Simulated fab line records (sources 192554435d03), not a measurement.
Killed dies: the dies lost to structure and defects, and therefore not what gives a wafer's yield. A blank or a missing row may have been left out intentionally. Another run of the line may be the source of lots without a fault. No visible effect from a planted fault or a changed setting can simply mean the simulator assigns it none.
Split-lot trial | flow n5 finfet | on a route of 1938 steps: 7 lots, 21 wafers read

## THE SPLIT ITSELF
At N5_BEOL_M12_EXPOSE_07 (exposes mask V11), the setting dose mj was moved away from the recipe's 32.5 on 6 of the 21 wafers read, by -6.9% to +5.5%. The other wafers ran this setting at the recipe's value.

## FROM THE SPLIT TO THE READING: what the file shows between them, 9 steps
- N5_BEOL_M12_PEB_08: peb time 90 s
- N5_BEOL_M12_DEVELOP_09: develop time 45 s
- N5_BEOL_M12_HARDBAKE_14: time 120 s
- N5_BEOL_M12_CD_MEAS_10: target cd 140 nm
- N5_BEOL_M12_ETCH_59: etches BARC in N2/H2, target depth 89 nm, overetch 26.7 nm, time 67.9 s (also split here: h2 flow sccm)
- N5_BEOL_M12_VIA_ETCH_16: etches SiOC in C4F8/O2/Ar, target depth 724.8 nm
- N5_BEOL_M12_STRIP_63: strips in N2/H2
- N5_BEOL_M12_STRIP_71: strips in post etch residue remover, time 60 s
- N5_BEOL_M12_SRD_72: time 30 s, dry time 30 s

## THE READING
cd nm, in nm, at N5_BEOL_M12_CD_MEAS_17 (target cd 140 nm). A value of 140.1 nm with a standard deviation of 1.6 nm is what fault-free wafers of this fab line usually give.

wafer  | tool, chamber at the split | dose mj as run | against the recipe | cd nm, nm | against lot-mates on the recipe
L074.4 | krf scanner-02, 0          | 32.5           | recipe             | 142.1     | -
L074.5 | krf scanner-02, 0          | 32.5           | recipe             | 141.7     | -
L074.6 | krf scanner-02, 0          | 32.5           | recipe             | 141.8     | -
L075.2 | krf scanner-02, 0          | 31.22          | -3.9%              | 131.9     | -8.7
L075.3 | krf scanner-02, 0          | 32.5           | recipe             | 140.6     | -
L075.6 | krf scanner-02, 0          | 31.22          | -3.9%              | 136.0     | -4.6
L076.3 | krf scanner-02, 0          | 30.25          | -6.9%              | 131.3     | -8.8
L076.5 | krf scanner-02, 0          | 32.5           | recipe             | 140.1     | -
L076.6 | krf scanner-02, 0          | 30.25          | -6.9%              | 130.5     | -9.6
L080.1 | krf scanner-02, 0          | 32.5           | recipe             | 142.5     | -
L080.5 | krf scanner-02, 0          | 32.5           | recipe             | 142.8     | -
L080.6 | krf scanner-02, 0          | 32.5           | recipe             | 141.4     | -
L086.1 | krf scanner-01, 0          | 32.5           | recipe             | 138.9     | -
L086.2 | krf scanner-01, 0          | 32.5           | recipe             | 139.4     | -
L086.5 | krf scanner-01, 0          | 32.5           | recipe             | 137.9     | -
L085.3 | krf scanner-01, 0          | 34.29          | +5.5%              | 147.8     | +6.9
L085.4 | krf scanner-01, 0          | 32.5           | recipe             | 141.4     | -
L085.5 | krf scanner-01, 0          | 32.5           | recipe             | 140.5     | -
L097.3 | krf scanner-01, 0          | 33.57          | +3.3%              | 145.6     | +3.2
L097.5 | krf scanner-01, 0          | 32.5           | recipe             | 143.4     | -
L097.6 | krf scanner-01, 0          | 32.5           | recipe             | 141.4     | -

FIT RESULTS
A straight line over all 21 wafers: cd nm changes by +1.46 nm for each +1% of dose mj; r = +0.94; the points scatter about the line by 1.5 nm.
The same after taking each lot's own level away (the mean of its wafers on the recipe; 21 wafers): +1.34 nm for each +1%; r = +0.97; scatter 0.98 nm.
On that fit, the largest move of dose mj shifts the reading by 9.3 nm.
Across the lots, their own levels run from 138.73 to 142.40 nm, a range of 2.3 times the standard deviation given above.
Hence the lot-to-lot level has little effect on the slope; both slopes agree.
Check: for one of the wafers moved furthest among these (-6.9%), held out of the fit, the line's prediction against its lot-mates is -9.78 nm. It came out at -8.8 nm against them.

## OTHER SPLITS APPLIED TO THESE WAFERS
These wafers also went through other splits before the reading. Each is held against what the fit with the lots' levels taken away leaves over:
other split on the same wafers   | wafers away from the commonest value | r with cd nm (lot level and that fit taken away)
N5_BEOL_M12_ETCH_59 h2 flow sccm | 9                                    | +0.13

## THE WHOLE CHAIN: every reading that the file lists as answering this split, in the file's order
step                   | what it does     | reading | change (the file's fit)              | r (the file's)
N5_BEOL_M12_CD_MEAS_10 | target cd 140 nm | cd nm   | +1.27 nm for each +1% of the setting | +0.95
N5_BEOL_M12_CD_MEAS_17 | target cd 140 nm | cd nm   | +1.32 nm for each +1% of the setting | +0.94

## THE FILE'S OWN FIT
cd nm changes by +1.32 nm for each +1% of dose mj, r = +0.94.
